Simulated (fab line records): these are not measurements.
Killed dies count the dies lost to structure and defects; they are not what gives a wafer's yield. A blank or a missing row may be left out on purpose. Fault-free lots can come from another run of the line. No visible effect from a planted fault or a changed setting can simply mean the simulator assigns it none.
Split-lot experiment || flow n5 finfet || on a route of 1938 steps: 7 lots, 39 wafers read

ON THE SPLIT
At N5_DUMMY_GATE_ETCH_44 (etches poly-Si in HBr/O2, stops on SiO2, target depth 127.5 nm), the setting target depth a was moved away from the recipe's 1275 angstrom on 15 of the 39 wafers read, by -7.1% to +12.4%. This setting was run at the recipe's value on the other wafers.

The reading is taken at the split's own step.

THE READING
oes product au, in a.u., at N5_DUMMY_GATE_ETCH_44 (etches poly-Si in HBr/O2, stops on SiO2, target depth 127.5 nm). A value of 0.732 a.u. with a standard deviation of 0.013 a.u. is what fault-free wafers of this fab line usually give.

{"wafer": "L074.1", "tool, chamber at the split": "rie si-04, 2", "target depth a as run, angstrom": 1275, "against the recipe": "recipe", "oes product au, a.u.": 0.755, "against lot-mates on the recipe": "-"}
{"wafer": "L074.2", "tool, chamber at the split": "rie si-04, 1", "target depth a as run, angstrom": 1275, "against the recipe": "recipe", "oes product au, a.u.": 0.749, "against lot-mates on the recipe": "-"}
{"wafer": "L074.5", "tool, chamber at the split": "rie si-04, 2", "target depth a as run, angstrom": 1275, "against the recipe": "recipe", "oes product au, a.u.": 0.760, "against lot-mates on the recipe": "-"}
{"wafer": "L076.1", "tool, chamber at the split": "rie si-04, 3", "target depth a as run, angstrom": 1275, "against the recipe": "recipe", "oes product au, a.u.": 0.731, "against lot-mates on the recipe": "-"}
{"wafer": "L076.2", "tool, chamber at the split": "rie si-04, 0", "target depth a as run, angstrom": 1229, "against the recipe": "-3.6%", "oes product au, a.u.": 0.750, "against lot-mates on the recipe": "+0.007"}
{"wafer": "L076.3", "tool, chamber at the split": "rie si-04, 1", "target depth a as run, angstrom": 1275, "against the recipe": "recipe", "oes product au, a.u.": 0.746, "against lot-mates on the recipe": "-"}
{"wafer": "L076.4", "tool, chamber at the split": "rie si-04, 2", "target depth a as run, angstrom": 1229, "against the recipe": "-3.6%", "oes product au, a.u.": 0.771, "against lot-mates on the recipe": "+0.028"}
{"wafer": "L076.5", "tool, chamber at the split": "rie si-04, 2", "target depth a as run, angstrom": 1275, "against the recipe": "recipe", "oes product au, a.u.": 0.751, "against lot-mates on the recipe": "-"}
{"wafer": "L076.6", "tool, chamber at the split": "rie si-04, 1", "target depth a as run, angstrom": 1229, "against the recipe": "-3.6%", "oes product au, a.u.": 0.758, "against lot-mates on the recipe": "+0.015"}
{"wafer": "L083.1", "tool, chamber at the split": "rie si-04, 3", "target depth a as run, angstrom": 1275, "against the recipe": "recipe", "oes product au, a.u.": 0.715, "against lot-mates on the recipe": "-"}
{"wafer": "L083.2", "tool, chamber at the split": "rie si-04, 1", "target depth a as run, angstrom": 1275, "against the recipe": "recipe", "oes product au, a.u.": 0.750, "against lot-mates on the recipe": "-"}
{"wafer": "L083.3", "tool, chamber at the split": "rie si-04, 0", "target depth a as run, angstrom": 1275, "against the recipe": "recipe", "oes product au, a.u.": 0.737, "against lot-mates on the recipe": "-"}
{"wafer": "L083.4", "tool, chamber at the split": "rie si-04, 0", "target depth a as run, angstrom": 1275, "against the recipe": "recipe", "oes product au, a.u.": 0.741, "against lot-mates on the recipe": "-"}
{"wafer": "L083.5", "tool, chamber at the split": "rie si-04, 3", "target depth a as run, angstrom": 1275, "against the recipe": "recipe", "oes product au, a.u.": 0.724, "against lot-mates on the recipe": "-"}
{"wafer": "L083.6", "tool, chamber at the split": "rie si-04, 1", "target depth a as run, angstrom": 1275, "against the recipe": "recipe", "oes product au, a.u.": 0.747, "against lot-mates on the recipe": "-"}
{"wafer": "L086.1", "tool, chamber at the split": "rie si-04, 0", "target depth a as run, angstrom": 1329, "against the recipe": "+4.2%", "oes product au, a.u.": 0.737, "against lot-mates on the recipe": -0.013}
{"wafer": "L086.2", "tool, chamber at the split": "rie si-04, 2", "target depth a as run, angstrom": 1275, "against the recipe": "recipe", "oes product au, a.u.": 0.753, "against lot-mates on the recipe": "-"}
{"wafer": "L086.3", "tool, chamber at the split": "rie si-04, 3", "target depth a as run, angstrom": 1329, "against the recipe": "+4.2%", "oes product au, a.u.": 0.719, "against lot-mates on the recipe": -0.031}
{"wafer": "L086.4", "tool, chamber at the split": "rie si-04, 1", "target depth a as run, angstrom": 1275, "against the recipe": "recipe", "oes product au, a.u.": 0.745, "against lot-mates on the recipe": "-"}
{"wafer": "L086.5", "tool, chamber at the split": "rie si-04, 2", "target depth a as run, angstrom": 1275, "against the recipe": "recipe", "oes product au, a.u.": 0.751, "against lot-mates on the recipe": "-"}
{"wafer": "L086.6", "tool, chamber at the split": "rie si-04, 1", "target depth a as run, angstrom": 1329, "against the recipe": "+4.2%", "oes product au, a.u.": 0.724, "against lot-mates on the recipe": -0.026}
{"wafer": "L090.1", "tool, chamber at the split": "rie si-04, 0", "target depth a as run, angstrom": 1275, "against the recipe": "recipe", "oes product au, a.u.": 0.735, "against lot-mates on the recipe": "-"}
{"wafer": "L090.2", "tool, chamber at the split": "rie si-04, 2", "target depth a as run, angstrom": 1275, "against the recipe": "recipe", "oes product au, a.u.": 0.723, "against lot-mates on the recipe": "-"}
{"wafer": "L090.3", "tool, chamber at the split": "rie si-04, 1", "target depth a as run, angstrom": 1185, "against the recipe": "-7.1%", "oes product au, a.u.": 0.766, "against lot-mates on the recipe": "+0.041"}
{"wafer": "L090.4", "tool, chamber at the split": "rie si-04, 3", "target depth a as run, angstrom": 1275, "against the recipe": "recipe", "oes product au, a.u.": 0.718, "against lot-mates on the recipe": "-"}
{"wafer": "L090.5", "tool, chamber at the split": "rie si-04, 1", "target depth a as run, angstrom": 1185, "against the recipe": "-7.1%", "oes product au, a.u.": 0.770, "against lot-mates on the recipe": "+0.045"}
{"wafer": "L090.6", "tool, chamber at the split": "rie si-04, 0", "target depth a as run, angstrom": 1185, "against the recipe": "-7.1%", "oes product au, a.u.": 0.748, "against lot-mates on the recipe": "+0.023"}
{"wafer": "L091.1", "tool, chamber at the split": "rie si-06, 3", "target depth a as run, angstrom": 1433, "against the recipe": "+12.4%", "oes product au, a.u.": 0.682, "against lot-mates on the recipe": -0.050}
{"wafer": "L091.2", "tool, chamber at the split": "rie si-06, 1", "target depth a as run, angstrom": 1433, "against the recipe": "+12.4%", "oes product au, a.u.": 0.670, "against lot-mates on the recipe": -0.062}
{"wafer": "L091.3", "tool, chamber at the split": "rie si-06, 0", "target depth a as run, angstrom": 1275, "against the recipe": "recipe", "oes product au, a.u.": 0.739, "against lot-mates on the recipe": "-"}
{"wafer": "L091.4", "tool, chamber at the split": "rie si-06, 2", "target depth a as run, angstrom": 1433, "against the recipe": "+12.4%", "oes product au, a.u.": 0.672, "against lot-mates on the recipe": -0.060}
{"wafer": "L091.5", "tool, chamber at the split": "rie si-06, 0", "target depth a as run, angstrom": 1275, "against the recipe": "recipe", "oes product au, a.u.": 0.740, "against lot-mates on the recipe": "-"}
{"wafer": "L091.6", "tool, chamber at the split": "rie si-06, 1", "target depth a as run, angstrom": 1275, "against the recipe": "recipe", "oes product au, a.u.": 0.716, "against lot-mates on the recipe": "-"}
{"wafer": "L096.1", "tool, chamber at the split": "rie si-06, 1", "target depth a as run, angstrom": 1231, "against the recipe": "-3.5%", "oes product au, a.u.": 0.722, "against lot-mates on the recipe": "+0.006"}
{"wafer": "L096.2", "tool, chamber at the split": "rie si-06, 0", "target depth a as run, angstrom": 1231, "against the recipe": "-3.5%", "oes product au, a.u.": 0.748, "against lot-mates on the recipe": "+0.032"}
{"wafer": "L096.3", "tool, chamber at the split": "rie si-06, 3", "target depth a as run, angstrom": 1275, "against the recipe": "recipe", "oes product au, a.u.": 0.719, "against lot-mates on the recipe": "-"}
{"wafer": "L096.4", "tool, chamber at the split": "rie si-06, 2", "target depth a as run, angstrom": 1275, "against the recipe": "recipe", "oes product au, a.u.": 0.718, "against lot-mates on the recipe": "-"}
{"wafer": "L096.5", "tool, chamber at the split": "rie si-06, 0", "target depth a as run, angstrom": 1231, "against the recipe": "-3.5%", "oes product au, a.u.": 0.742, "against lot-mates on the recipe": "+0.026"}
{"wafer": "L096.6", "tool, chamber at the split": "rie si-06, 3", "target depth a as run, angstrom": 1275, "against the recipe": "recipe", "oes product au, a.u.": 0.712, "against lot-mates on the recipe": "-"}

THE FIT
A straight line over all 39 wafers: oes product au changes by -0.00433 a.u. for each +1% of target depth a; r = -0.81; the points scatter about the line by 0.014 a.u.
The same after taking each lot's own level away (the mean of its wafers on the recipe; 39 wafers): -0.00484 a.u. for each +1%; r = -0.92; scatter 0.009 a.u.
According to that fit, moving target depth a by its largest amount changes the reading by 0.06 a.u.
From 0.7163 to 0.7547 a.u.: that is the span of the lots' own levels, equal to 2.9 times the standard deviation above.
So the slope is not independent of the lot-to-lot level: the two fits are not the same.
Check: with one of the wafers moved furthest among these (+12.4%) left out of the fit, the line predicts -0.0625 a.u. for it against its lot-mates. Against them it came out at -0.0497 a.u.
Tool readings at the split's step, against how far the setting was moved: oes product au r = -0.81.

THE OTHER SPLITS THESE WAFERS WENT THROUGH
Other splits were also applied to these wafers ahead of the reading. Each is held against what the fit with the lots' levels taken away leaves over:
{"other split on the same wafers": "N5_WELL_APT_EPI_41 target thk a", "wafers away from the commonest value": 12, "r with oes product au (lot level and that fit taken away)": "+0.12"}
{"other split on the same wafers": "N5_FIN_CUT_CUT_ETCH_15 target depth a", "wafers away from the commonest value": 9, "r with oes product au (lot level and that fit taken away)": -0.17}

THE FILE'S OWN FIT
oes product au changes by -0.00485 a.u. for each +1% of target depth a, r = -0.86.
